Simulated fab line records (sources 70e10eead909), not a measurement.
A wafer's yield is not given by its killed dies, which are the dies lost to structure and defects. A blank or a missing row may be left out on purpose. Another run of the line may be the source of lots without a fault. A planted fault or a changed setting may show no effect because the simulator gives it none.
Which tool is to blame? / flow nand-harc / 42 wafers from 14 lots sampled at 5 of the route's 1302 steps

WHAT EACH GAUGE READ, for each wafer
NHARC_END_SORT_01. Usual: killed-at-array 54, standard deviation 16; killed-at-other 0.6, standard deviation 0.86; killed-at-periphery 3.8, standard deviation 2.6; killed-dies 58, standard deviation 16; killed-open 3.3, standard deviation 1.8; killed-short 2.7, standard deviation 1.7.
lot=L922; measured=day 30 13:27; on=prober-02; killed-at-array=127 124 124; killed-at-other=0 0 0; killed-at-periphery=4 1 3; killed-dies=131 125 127; killed-open=4 2 6; killed-short=4 3 4; flag=OFF
lot=L925; measured=day 30 12:34; on=prober-01; killed-at-array=156 161 133; killed-at-other=0 0 0; killed-at-periphery=8 3 5; killed-dies=164 164 138; killed-open=2 1 2; killed-short=0 2 0; flag=OFF

EACH LOT AND THE TOOL THAT RAN IT (in order: tool; ch and the chambers of the sampled wafers; start)
lot=L909; NHARC_A_CHANNEL_FILL_D2_CVD_18=lpcvd-poly-01 ch 0, day 14 14:26; NHARC_A_BONDPAD_PVD_17=pvd-sputter-01, day 24 03:40 or earlier; NHARC_THIN_TSV_DEP_43=pecvd-01 ch 0,1,2, day 24 03:40; NHARC_THIN_TSV_PRE_CLEAN_50=pvd-sputter-01, no start
lot=L911; NHARC_A_CHANNEL_FILL_D2_CVD_18=lpcvd-poly-04 ch 0, day 15 12:28; NHARC_A_BONDPAD_PVD_17=pvd-sputter-02, day 24 21:10 or earlier; NHARC_THIN_TSV_DEP_43=pecvd-01 ch 0,1,2, day 24 21:10; NHARC_THIN_TSV_PRE_CLEAN_50=pvd-sputter-01, no start
lot=L913; NHARC_A_CHANNEL_FILL_D2_CVD_18=lpcvd-poly-04 ch 0, day 15 12:28; NHARC_A_BONDPAD_PVD_17=pvd-sputter-02, day 24 22:17 or earlier; NHARC_THIN_TSV_DEP_43=pecvd-02 ch 0,1,2, day 24 22:17; NHARC_THIN_TSV_PRE_CLEAN_50=pvd-sputter-02, no start
lot=L912; NHARC_A_CHANNEL_FILL_D2_CVD_18=lpcvd-poly-03 ch 0, day 16 00:40; NHARC_A_BONDPAD_PVD_17=pvd-sputter-03, day 25 20:43 or earlier; NHARC_THIN_TSV_DEP_43=pecvd-01 ch 0,1, day 25 20:43; NHARC_THIN_TSV_PRE_CLEAN_50=pvd-sputter-03, no start
lot=L914; NHARC_A_CHANNEL_FILL_D2_CVD_18=lpcvd-poly-04 ch 0, day 16 08:45; NHARC_A_BONDPAD_PVD_17=pvd-sputter-02, day 25 11:47 or earlier; NHARC_THIN_TSV_DEP_43=pecvd-02 ch 0,1, day 25 11:47; NHARC_THIN_TSV_PRE_CLEAN_50=pvd-sputter-02, no start
lot=L916; NHARC_A_CHANNEL_FILL_D2_CVD_18=lpcvd-poly-04 ch 0, day 17 12:55; NHARC_A_BONDPAD_PVD_17=pvd-sputter-03, day 26 11:53 or earlier; NHARC_THIN_TSV_DEP_43=pecvd-02 ch 0,1, day 26 11:53; NHARC_THIN_TSV_PRE_CLEAN_50=pvd-sputter-02, no start
lot=L918; NHARC_A_CHANNEL_FILL_D2_CVD_18=lpcvd-poly-01 ch 0, day 18 01:08; NHARC_A_BONDPAD_PVD_17=pvd-sputter-03, day 27 08:04 or earlier; NHARC_THIN_TSV_DEP_43=pecvd-01 ch 0,1,2, day 27 08:04; NHARC_THIN_TSV_PRE_CLEAN_50=pvd-sputter-03, no start
lot=L922; NHARC_A_CHANNEL_FILL_D2_CVD_18=lpcvd-poly-04 ch 0, day 20 16:01; NHARC_A_BONDPAD_PVD_17=pvd-sputter-03, day 29 12:58 or earlier; NHARC_THIN_TSV_DEP_43=pecvd-03 ch 0,2, day 29 12:58; NHARC_THIN_TSV_PRE_CLEAN_50=pvd-sputter-01, day 30 13:27 or earlier
lot=L925; NHARC_A_CHANNEL_FILL_D2_CVD_18=lpcvd-poly-04 ch 0, day 20 16:01; NHARC_A_BONDPAD_PVD_17=pvd-sputter-03, day 29 10:33 or earlier; NHARC_THIN_TSV_DEP_43=pecvd-03 ch 1,2, day 29 10:33; NHARC_THIN_TSV_PRE_CLEAN_50=pvd-sputter-01, day 30 12:34 or earlier
lot=L926; NHARC_A_CHANNEL_FILL_D2_CVD_18=lpcvd-poly-01 ch 0, day 21 20:37; NHARC_A_BONDPAD_PVD_17=pvd-sputter-01, day 31 17:01 or earlier; NHARC_THIN_TSV_DEP_43=pecvd-02 ch 1,2, day 31 17:01; NHARC_THIN_TSV_PRE_CLEAN_50=pvd-sputter-01, no start
lot=L927; NHARC_A_CHANNEL_FILL_D2_CVD_18=lpcvd-poly-01 ch 0, day 21 20:37; NHARC_A_BONDPAD_PVD_17=pvd-sputter-02, day 31 06:32 or earlier; NHARC_THIN_TSV_DEP_43=pecvd-03 ch 0,1, day 31 06:32; NHARC_THIN_TSV_PRE_CLEAN_50=pvd-sputter-03, no start
lot=L930; NHARC_A_CHANNEL_FILL_D2_CVD_18=lpcvd-poly-03 ch 0, day 23 06:11; NHARC_A_BONDPAD_PVD_17=pvd-sputter-01, day 32 13:37 or earlier; NHARC_THIN_TSV_DEP_43=pecvd-01 ch 0,1,2, day 32 13:37; NHARC_THIN_TSV_PRE_CLEAN_50=pvd-sputter-02, no start
lot=L931; NHARC_A_CHANNEL_FILL_D2_CVD_18=lpcvd-poly-03 ch 0, day 23 06:11; NHARC_A_BONDPAD_PVD_17=pvd-sputter-02, day 32 12:32 or earlier; NHARC_THIN_TSV_DEP_43=pecvd-01 ch 0,1,2, day 32 12:32; NHARC_THIN_TSV_PRE_CLEAN_50=pvd-sputter-02, no start
lot=L932; NHARC_A_CHANNEL_FILL_D2_CVD_18=lpcvd-poly-03 ch 0, day 24 03:02; NHARC_A_BONDPAD_PVD_17=pvd-sputter-03, day 33 03:46 or earlier; NHARC_THIN_TSV_DEP_43=pecvd-01 ch 0,1,2, day 33 03:46; NHARC_THIN_TSV_PRE_CLEAN_50=pvd-sputter-01, no start
- NHARC_A_CHANNEL_FILL_D2_CVD_18: deposits poly-Si, target thk 3 nm.
- NHARC_A_BONDPAD_PVD_17: deposits TaN, target thk 5 nm, time 8.06 s.
- NHARC_THIN_TSV_DEP_43: deposits SiO2, target thk 1328.5 nm.
- NHARC_THIN_TSV_PRE_CLEAN_50: time 30 s.

WHAT THE TOOLS THEMSELVES READ (means of the sampled wafers that have a number; where no wafer has one, the mark that the record gives instead)
NHARC_A_CHANNEL_FILL_D2_CVD_18. Usual: 551.3 C for spike-tc-centre-C, sd 1.1.
lot=L909; tool=lpcvd-poly-01; spike-tc-centre-C (C)=552.1; flag=
lot=L911; tool=lpcvd-poly-04; spike-tc-centre-C (C)=551.5; flag=
lot=L913; tool=lpcvd-poly-04; spike-tc-centre-C (C)=550.8; flag=
lot=L912; tool=lpcvd-poly-03; spike-tc-centre-C (C)=550.8; flag=
lot=L914; tool=lpcvd-poly-04; spike-tc-centre-C (C)=551.2; flag=
lot=L916; tool=lpcvd-poly-04; spike-tc-centre-C (C)=550.9; flag=
lot=L918; tool=lpcvd-poly-01; spike-tc-centre-C (C)=552.9; flag=
lot=L922; tool=lpcvd-poly-04; spike-tc-centre-C (C)=551.4; flag=
lot=L925; tool=lpcvd-poly-04; spike-tc-centre-C (C)=550.9; flag=
lot=L926; tool=lpcvd-poly-01; spike-tc-centre-C (C)=551.3; flag=
lot=L927; tool=lpcvd-poly-01; spike-tc-centre-C (C)=551.5; flag=
lot=L930; tool=lpcvd-poly-03; spike-tc-centre-C (C)=550.7; flag=
lot=L931; tool=lpcvd-poly-03; spike-tc-centre-C (C)=551.0; flag=
lot=L932; tool=lpcvd-poly-03; spike-tc-centre-C (C)=550.8; flag=

NHARC_A_BONDPAD_PVD_17. Usual: 30.3 % for throttle-valve-pct, sd 0.85.
lot=L909; tool=pvd-sputter-01; throttle-valve-pct (%)=30.4; flag=
lot=L911; tool=pvd-sputter-02; throttle-valve-pct (%)=30.8; flag=
lot=L913; tool=pvd-sputter-02; throttle-valve-pct (%)=30.1; flag=
lot=L912; tool=pvd-sputter-03; throttle-valve-pct (%)=29.6; flag=
lot=L914; tool=pvd-sputter-02; throttle-valve-pct (%)=29.8; flag=
lot=L916; tool=pvd-sputter-03; throttle-valve-pct (%)=29.8; flag=
lot=L918; tool=pvd-sputter-03; throttle-valve-pct (%)=29.8; flag=
lot=L922; tool=pvd-sputter-03; throttle-valve-pct (%)=29.8; flag=
lot=L925; tool=pvd-sputter-03; throttle-valve-pct (%)=29.6; flag=
lot=L926; tool=pvd-sputter-01; throttle-valve-pct (%)=30.6; flag=
lot=L927; tool=pvd-sputter-02; throttle-valve-pct (%)=30.3; flag=
lot=L930; tool=pvd-sputter-01; throttle-valve-pct (%)=30.7; flag=
lot=L931; tool=pvd-sputter-02; throttle-valve-pct (%)=30.6; flag=
lot=L932; tool=pvd-sputter-03; throttle-valve-pct (%)=29.7; flag=

NHARC_THIN_TSV_DEP_43. Usual: 15.9 % for throttle-valve-pct, sd 0.64.
lot=L909; tool=pecvd-01; throttle-valve-pct (%)=15.8; flag=
lot=L911; tool=pecvd-01; throttle-valve-pct (%)=15.8; flag=
lot=L913; tool=pecvd-02; throttle-valve-pct (%)=16.3; flag=
lot=L912; tool=pecvd-01; throttle-valve-pct (%)=16.6; flag=
lot=L914; tool=pecvd-02; throttle-valve-pct (%)=16.0; flag=
lot=L916; tool=pecvd-02; throttle-valve-pct (%)=16.3; flag=
lot=L918; tool=pecvd-01; throttle-valve-pct (%)=16.0; flag=
lot=L922; tool=pecvd-03; throttle-valve-pct (%)=15.6; flag=
lot=L925; tool=pecvd-03; throttle-valve-pct (%)=15.9; flag=
lot=L926; tool=pecvd-02; throttle-valve-pct (%)=16.3; flag=
lot=L927; tool=pecvd-03; throttle-valve-pct (%)=15.5; flag=
lot=L930; tool=pecvd-01; throttle-valve-pct (%)=15.9; flag=
lot=L931; tool=pecvd-01; throttle-valve-pct (%)=15.9; flag=
lot=L932; tool=pecvd-01; throttle-valve-pct (%)=15.8; flag=

NHARC_THIN_TSV_PRE_CLEAN_50. Usual: 394 W for heater-power-w, sd 28.
lot=L909; tool=pvd-sputter-01; heater-power-w (W)=414; flag=
lot=L911; tool=pvd-sputter-01; heater-power-w (W)=384; flag=
lot=L913; tool=pvd-sputter-02; heater-power-w (W)=389; flag=
lot=L912; tool=pvd-sputter-03; heater-power-w (W)=378; flag=
lot=L914; tool=pvd-sputter-02; heater-power-w (W)=370; flag=
lot=L916; tool=pvd-sputter-02; heater-power-w (W)=385; flag=
lot=L918; tool=pvd-sputter-03; heater-power-w (W)=424; flag=
lot=L922; tool=pvd-sputter-01; heater-power-w (W)=396; flag=
lot=L925; tool=pvd-sputter-01; heater-power-w (W)=394; flag=
lot=L926; tool=pvd-sputter-01; heater-power-w (W)=414; flag=
lot=L927; tool=pvd-sputter-03; heater-power-w (W)=393; flag=
lot=L930; tool=pvd-sputter-02; heater-power-w (W)=374; flag=
lot=L931; tool=pvd-sputter-02; heater-power-w (W)=392; flag=
lot=L932; tool=pvd-sputter-01; heater-power-w (W)=387; flag=

THE ANSWER, worked out from the rows above alone
Rule: a lot counts as off when the mean over its wafers that have a number is more than 3 standard deviations away from the usual mean. Also off: a lot with no number at a reading for which 4 or more lots have one. Any other lot the step has rows for is counted as sound. After the gauges, taken in route order, come the tools' own readings; for these a lot's mean is taken, as printed above. The first step at which some lot is off is used, and at that step the reading that is off furthest; a lot without a number counts as furthest.
Off: L922, L925 (NHARC_END_SORT_01, killed-dies). Neither off nor sound, because the step has no rows for them: L909, L911, L913, L912, L914, L916, L918, L926, L927, L930, L931, L932.
A tool fits if, at a process step before that reading, it ran every lot that is off, and no sound lot after the first of them. Those tools and the gauges at NHARC_END_SORT_01 are tried in the same way. NHARC_A_BONDPAD_PVD_17: start missing for some lots; hours and lot order therefore follow NHARC_THIN_TSV_DEP_43. NHARC_THIN_TSV_PRE_CLEAN_50: start missing for some lots; hours and lot order therefore follow NHARC_END_SORT_01. Can't be told from this: 4 tools fit, lpcvd-poly-04 at NHARC_A_CHANNEL_FILL_D2_CVD_18, pvd-sputter-03 at NHARC_A_BONDPAD_PVD_17, pecvd-03 at NHARC_THIN_TSV_DEP_43, pvd-sputter-01 at NHARC_THIN_TSV_PRE_CLEAN_50.

WHAT HAD BEEN PUT IN BY THE SIMULATOR
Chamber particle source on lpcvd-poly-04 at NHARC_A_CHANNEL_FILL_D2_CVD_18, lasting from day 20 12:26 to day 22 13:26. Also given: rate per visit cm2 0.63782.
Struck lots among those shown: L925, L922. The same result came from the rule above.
